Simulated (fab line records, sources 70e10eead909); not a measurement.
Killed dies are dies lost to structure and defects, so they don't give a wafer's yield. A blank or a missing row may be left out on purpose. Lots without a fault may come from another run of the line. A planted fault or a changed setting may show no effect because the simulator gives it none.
Which tool did it? | flow nand_harc | 24 lots, 72 wafers sampled, at 4 steps of a route of 1302

WHAT THE GAUGES READ, wafer by wafer
NHARC_A_M0_THK_MEAS_24: measures by xrf.
lot  | measured     | on            | thk_nm (nm)
L074 | day 22 17:41 | film_metro-02 | 113.9 112.0 115.4
L076 | day 23 05:53 | film_metro-01 | 115.1 115.3 113.9
L075 | day 23 08:41 | film_metro-01 | 113.3 114.5 112.3
L078 | day 23 18:22 | film_metro-02 | 113.5 112.3 113.1
L077 | day 24 01:25 | film_metro-02 | 113.5 114.4 115.1
L079 | day 24 03:02 | film_metro-01 | 112.0 113.3 111.2
L081 | day 24 16:13 | film_metro-02 | 112.7 114.2 114.0
L080 | day 24 21:41 | film_metro-01 | 113.5 112.8 113.9
L083 | day 25 20:25 | film_metro-02 | 116.6 113.2 111.2
L082 | day 26 06:52 | film_metro-02 | 114.3 112.3 115.4
L085 | day 26 20:12 | film_metro-01 | 116.3 114.9 115.0
L084 | day 26 19:12 | film_metro-01 | 113.6 114.0 112.7
L087 | day 28 02:08 | film_metro-01 | 112.6 111.2 113.9
L086 | day 28 01:35 | film_metro-01 | 114.6 115.3 111.9
L088 | day 28 18:58 | film_metro-01 | 115.6 115.3 115.1
L091 | day 28 22:53 | film_metro-01 | 114.0 113.5 115.0
L090 | day 29 00:32 | film_metro-02 | 115.0 113.8 115.6
L089 | day 29 06:52 | film_metro-02 | 116.4 115.7 115.8
L092 | day 29 21:32 | film_metro-01 | 115.6 112.7 115.3
L093 | day 31 00:04 | film_metro-02 | 112.8 114.9 114.4
L095 | day 30 23:44 | film_metro-02 | 111.3 114.2 113.7
L094 | day 31 04:56 | film_metro-02 | 112.2 113.4 115.2
L096 | day 31 17:58 | film_metro-02 | 114.2 112.3 115.0
L097 | day 33 09:43 | film_metro-02 | 113.6 114.7 112.7

WHICH TOOL RAN EACH LOT (tool, then ch and the chambers of the sampled wafers, then the start)
lot  | NHARC_A_CONTACT_DESCUM_13          | NHARC_A_M0_PRE_CLEAN_29                 | NHARC_A_M0_CMP_23
L074 | rie_diel-01 ch 0,1, day 22 04:55   | pvd_sputter-02, day 22 17:28 or earlier | cmp-02 ch 0,2,3, day 22 17:28
L076 | rie_diel-05 ch 0,1,3, day 22 17:23 | pvd_sputter-03, day 23 05:35 or earlier | cmp-02 ch 0,2,3, day 23 05:35
L075 | rie_diel-08 ch 1,2, day 22 20:01   | pvd_sputter-03, day 23 08:27 or earlier | cmp-02 ch 0,1,2, day 23 08:27
L078 | rie_diel-01 ch 0,1,2, day 23 05:39 | pvd_sputter-02, day 23 18:04 or earlier | cmp-02 ch 0,2, day 23 18:04
L077 | rie_diel-05 ch 0,1, day 23 12:49   | pvd_sputter-03, day 24 01:07 or earlier | cmp-02 ch 0,1,2, day 24 01:07
L079 | rie_diel-08 ch 1,2,3, day 23 14:28 | pvd_sputter-02, day 24 02:45 or earlier | cmp-02 ch 0,1,3, day 24 02:45
L081 | rie_diel-05 ch 2,3, day 24 03:20   | pvd_sputter-01, day 24 15:55 or earlier | cmp-02 ch 0,1, day 24 15:55
L080 | rie_diel-05 ch 0,2,3, day 24 09:00 | pvd_sputter-03, day 24 21:22 or earlier | cmp-04 ch 0,2, day 24 21:22
L083 | rie_diel-05 ch 0,1,2, day 25 07:36 | pvd_sputter-02, day 25 20:08 or earlier | cmp-04 ch 0,2,3, day 25 20:08
L082 | rie_diel-01 ch 0,1,3, day 25 12:35 | pvd_sputter-03, day 26 06:34 or earlier | cmp-02 ch 0,1,2, day 26 06:34
L085 | rie_diel-05 ch 0,1,3, day 26 06:08 | pvd_sputter-02, day 26 19:53 or earlier | cmp-04 ch 0,1, day 26 19:53
L084 | rie_diel-01 ch 1,2,3, day 26 06:30 | pvd_sputter-01, day 26 18:58 or earlier | cmp-02 ch 1,2,3, day 26 18:58
L087 | rie_diel-05 ch 0,1,3, day 27 12:22 | pvd_sputter-01, day 28 01:55 or earlier | cmp-03 ch 0,1,3, day 28 01:55
L086 | rie_diel-08 ch 0,3, day 27 12:34   | pvd_sputter-03, day 28 01:17 or earlier | cmp-04 ch 0,3, day 28 01:17
L088 | rie_diel-08 ch 1,2,3, day 28 06:28 | pvd_sputter-02, day 28 18:42 or earlier | cmp-02 ch 0,1,3, day 28 18:42
L091 | rie_diel-05 ch 0,1, day 28 10:10   | pvd_sputter-03, day 28 22:34 or earlier | cmp-02 ch 0,2,3, day 28 22:34
L090 | rie_diel-05 ch 1,2, day 28 11:53   | pvd_sputter-02, day 29 00:16 or earlier | cmp-04 ch 0,1,2, day 29 00:16
L089 | rie_diel-08 ch 0,1, day 28 15:34   | pvd_sputter-03, day 29 06:33 or earlier | cmp-03 ch 0,1,3, day 29 06:33
L092 | rie_diel-05 ch 0,2,3, day 29 08:55 | pvd_sputter-03, day 29 21:13 or earlier | cmp-04 ch 0,1,3, day 29 21:13
L093 | rie_diel-08 ch 0,1, day 30 10:43   | pvd_sputter-01, day 30 23:46 or earlier | cmp-02 ch 2,3, day 30 23:46
L095 | rie_diel-01 ch 1,2,3, day 30 11:05 | pvd_sputter-01, day 30 23:27 or earlier | cmp-04 ch 0,1, day 30 23:27
L094 | rie_diel-01 ch 1,2,3, day 30 16:13 | pvd_sputter-02, day 31 04:38 or earlier | cmp-02 ch 0,1,2, day 31 04:38
L096 | rie_diel-05 ch 0,1,3, day 31 04:58 | pvd_sputter-02, day 31 17:40 or earlier | cmp-04 ch 0,1,2, day 31 17:40
L097 | rie_diel-01 ch 1,2,3, day 32 18:11 | pvd_sputter-02, day 33 09:23 or earlier | cmp-03 ch 1,2,3, day 33 09:23
- NHARC_A_CONTACT_DESCUM_13: chemistry O2, time 3 s.
- NHARC_A_M0_PRE_CLEAN_29: time 30 s.
- NHARC_A_M0_CMP_23: polishes, t overpolish 20 s, target thk 113.75 nm.

WHAT THE TOOLS THEMSELVES READ (means of the sampled wafers that have a number; where no wafer has one, the mark that the record gives instead)
NHARC_A_CONTACT_DESCUM_13.
lot  | tool        | chamber_pressure_mTorr (mTorr) | drypump_motor_current_A (A) | oes_product_au (a.u.) | rf_vpp_V (V) | showerhead_plenum_p_Torr (Torr) | throttle_valve_pct (%)
L074 | rie_diel-01 | 60.03                          | 5.88                        | 0.999                 | 56.9         | 1.87                            | 11.322
L076 | rie_diel-05 | 60.02                          | 5.51                        | 0.994                 | 58.9         | 1.90                            | 11.312
L075 | rie_diel-08 | 59.94                          | 5.61                        | 1.016                 | 57.9         | 1.96                            | 11.311
L078 | rie_diel-01 | 60.02                          | 5.88                        | 0.996                 | 57.7         | 1.84                            | 11.323
L077 | rie_diel-05 | 59.99                          | 5.48                        | 0.990                 | 58.1         | 1.93                            | 11.317
L079 | rie_diel-08 | 60.00                          | 5.75                        | 1.007                 | 58.4         | 1.90                            | 11.308
L081 | rie_diel-05 | 59.99                          | 5.67                        | 1.000                 | 57.3         | 1.79                            | 11.312
L080 | rie_diel-05 | 59.99                          | 5.61                        | 1.002                 | 57.6         | 1.82                            | 11.312
L083 | rie_diel-05 | 60.01                          | 5.54                        | 1.005                 | 57.3         | 1.88                            | 11.314
L082 | rie_diel-01 | 60.01                          | 5.72                        | 0.992                 | 57.4         | 1.84                            | 11.315
L085 | rie_diel-05 | 60.03                          | 5.51                        | 0.997                 | 58.4         | 1.89                            | 11.314
L084 | rie_diel-01 | 60.02                          | 5.95                        | 0.996                 | 57.4         | 1.82                            | 11.303
L087 | rie_diel-05 | 60.01                          | 5.52                        | 1.002                 | 57.8         | 1.89                            | 11.304
L086 | rie_diel-08 | 59.99                          | 5.80                        | 0.993                 | 58.3         | 1.99                            | 11.313
L088 | rie_diel-08 | 60.01                          | 5.75                        | 1.013                 | 57.9         | 1.88                            | 11.303
L091 | rie_diel-05 | 60.00                          | 5.48                        | 0.993                 | 58.3         | 1.92                            | 11.319
L090 | rie_diel-05 | 59.99                          | 5.53                        | 0.993                 | 58.5         | 2.00                            | 11.315
L089 | rie_diel-08 | 60.05                          | 5.65                        | 0.999                 | 58.0         | 2.05                            | 11.311
L092 | rie_diel-05 | 59.99                          | 5.62                        | 1.013                 | 58.1         | 1.92                            | 11.318
L093 | rie_diel-08 | 59.98                          | 5.57                        | 1.014                 | 56.9         | 2.03                            | 11.313
L095 | rie_diel-01 | 60.02                          | 5.96                        | 0.992                 | 58.6         | 1.81                            | 11.321
L094 | rie_diel-01 | 60.02                          | 5.94                        | 0.989                 | 57.3         | 1.81                            | 11.310
L096 | rie_diel-05 | 59.94                          | 5.53                        | 0.996                 | 57.9         | 1.89                            | 11.310
L097 | rie_diel-01 | 60.00                          | 5.97                        | 0.986                 | 56.8         | 1.81                            | 11.304

NHARC_A_M0_PRE_CLEAN_29.
lot  | tool           | heater_power_w (W)
L074 | pvd_sputter-02 | 375
L076 | pvd_sputter-03 | 398
L075 | pvd_sputter-03 | 401
L078 | pvd_sputter-02 | 369
L077 | pvd_sputter-03 | 387
L079 | pvd_sputter-02 | 389
L081 | pvd_sputter-01 | 446
L080 | pvd_sputter-03 | 387
L083 | pvd_sputter-02 | 368
L082 | pvd_sputter-03 | 406
L085 | pvd_sputter-02 | 357
L084 | pvd_sputter-01 | 471
L087 | pvd_sputter-01 | 417
L086 | pvd_sputter-03 | 412
L088 | pvd_sputter-02 | 377
L091 | pvd_sputter-03 | 420
L090 | pvd_sputter-02 | 364
L089 | pvd_sputter-03 | 390
L092 | pvd_sputter-03 | 402
L093 | pvd_sputter-01 | 446
L095 | pvd_sputter-01 | 415
L094 | pvd_sputter-02 | 383
L096 | pvd_sputter-02 | 369
L097 | pvd_sputter-02 | 382

NHARC_A_M0_CMP_23.
lot  | tool   | motor_current_A (A) | time_to_endpoint_s (s)
L074 | cmp-02 | 12.9                | 29.9
L076 | cmp-02 | 12.7                | 28.0
L075 | cmp-02 | 12.1                | 28.0
L078 | cmp-02 | 12.3                | 28.0
L077 | cmp-02 | 12.1                | 27.3
L079 | cmp-02 | 12.8                | 27.4
L081 | cmp-02 | 12.4                | 26.7
L080 | cmp-04 | 12.3                | 32.1
L083 | cmp-04 | 11.8                | 28.1
L082 | cmp-02 | 12.4                | 26.1
L085 | cmp-04 | 11.4                | 29.6
L084 | cmp-02 | 12.7                | 29.1
L087 | cmp-03 | 13.0                | 31.4
L086 | cmp-04 | 11.0                | 31.5
L088 | cmp-02 | 13.2                | 27.2
L091 | cmp-02 | 13.0                | 29.9
L090 | cmp-04 | 11.7                | 30.5
L089 | cmp-03 | 12.8                | 28.8
L092 | cmp-04 | 11.2                | 32.0
L093 | cmp-02 | 13.5                | 28.0
L095 | cmp-04 | 11.3                | 29.2
L094 | cmp-02 | 12.1                | 27.9
L096 | cmp-04 | 11.7                | 31.1
L097 | cmp-03 | 11.8                | 28.5

THE ANSWER, worked out from the rows above alone
Rule: what is usual is taken from the lots themselves. Put in order of their means at a reading, lots are off if they are a third of the lots or fewer, leave a main group of 4 or more, and stand apart from it by a gap of 3 or more times the standard deviation of the main group's means; of several such gaps the widest counts. A main group whose means are all the same, to the digits that the tables above print for the reading, isn't used. A lot without any number at a reading at which 4 lots or more have one is off too. The other lots that the step has rows for count as sound. The gauges are gone through in route order, then the tools' own readings, and for those a lot's mean is taken as printed above. The first step at which some lot is off is used, and at that step the reading that is off furthest; a lot without a number counts as furthest.
No lot is off at any reading shown: from this, nothing can be told.

WHAT THE SIMULATOR HAD PUT IN
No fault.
